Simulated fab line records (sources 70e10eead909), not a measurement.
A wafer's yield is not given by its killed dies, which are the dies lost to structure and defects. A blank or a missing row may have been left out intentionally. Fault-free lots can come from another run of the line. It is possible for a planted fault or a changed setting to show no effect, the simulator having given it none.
2 desks, one fault	flow nand-harc	every desk sees just its own numbers, and what lay behind them comes last

FROM THE METROLOGY DESK
What the gauges read, lot by lot, whatever tool the lot ran on: means of the sampled wafers that have a number. The brackets show how far a lot's mean lies from the usual mean; more than 4 standard deviations puts the lot out of limits, marked OUT.
Columns: A = thk-nm at NHARC_A_ONON_D1_THK_MEAS_18, usual 1000 nm; B = thk-nm at NHARC_A_ONON_D1_THK_MEAS_24, usual 998 nm; C = thk-nm at NHARC_A_ONON_D1_THK_MEAS_30, usual 1001 nm; D = thk-nm at NHARC_A_ONON_D1_THK_MEAS_34, usual 200 nm
lot	first seen here	A	B	C	D
L697	day 8 04:45	1017	987	999	201
L698	day 8 16:01	1009	987	998	199
L700	day 9 15:43	1000	1003	1004	205
L701	day 9 21:04	996	1005	1003	208
L707	day 12 19:25	1012	996	1032	196
L709	day 13 14:02	1008	991	985	198
L711	day 13 23:48	992	989	1004	193
L712	day 14 04:08	998	994	997	204
L714	day 15 04:33	1001	997	991	200
L715	day 16 00:01	1020	997	985	202
L717	day 16 16:09	992	1003	998	202
L718	day 16 20:34	1012	990	1006	201
L719	day 17 14:30	995	996	1006	202
This desk found nothing out of limits on any of the 13 lots.

FOR THE TOOL OWNER'S DESK: pecvd-02
The tool's own readings at NHARC_A_ONON_D1_DEP_33 (deposits SiO2, target thk 200 nm): means of the sampled wafers that have a number, for each lot that ran on this tool. The brackets show how far a lot's mean lies from the usual mean; more than 4 standard deviations puts the lot out of limits, marked OUT.
Columns: A = heater-power-outer-w at NHARC_A_ONON_D1_DEP_33, usual 344 W; B = heater-power-w at NHARC_A_ONON_D1_DEP_33, usual 599 W; C = rf-fwd-power-W at NHARC_A_ONON_D1_DEP_33, usual 898.3 W; D = showerhead-vpp-V at NHARC_A_ONON_D1_DEP_33, usual 1872 V; E = throttle-valve-pct at NHARC_A_ONON_D1_DEP_33, usual 15.9 %
lot	first seen here	A	B	C	D	E
L698	day 8 18:23	372	635	900.1	1922	15.5
L700	day 9 18:02	302	547	1019.5 (+43) OUT	1992	15.7
L701	day 9 23:26	200	408	1016.0 (+42) OUT	1924	15.9
L712	day 14 06:29	226	456	897.1	1811	15.5
L714	day 15 06:52	422	710	897.8	1899	15.7
L715	day 16 02:23	413	677	899.3	1986	15.3
L717	day 16 18:31	275	513	901.5	1806	15.7
L718	day 16 22:55	363	638	900.3	1888	15.5
This desk finds L700, L701 out of limits, L700 being first, at day 9 18:02 (rf-fwd-power-W at NHARC_A_ONON_D1_DEP_33). L698, L712, L714, L715, L717, L718 stayed within limits.

BROUGHT TOGETHER
An alarm could have come from the tool owner's desk at day 9 18:02, on L700, L701.
At the metrology desk, nothing out of limits was observed.
The metrology desk has L700, L701 on record, within its limits.
All the named lots went through NHARC_A_ONON_D1_DEP_33 on pecvd-02.

WHAT HAD BEEN PUT IN BY THE SIMULATOR
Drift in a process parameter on pecvd-02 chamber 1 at NHARC_A_ONON_D1_DEP_33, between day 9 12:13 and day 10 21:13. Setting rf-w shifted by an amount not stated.
Lots struck among those shown: L700, L701.
Time in hours from fault onset to the first out-of-limits reading at each desk: the tool owner's desk, 6.
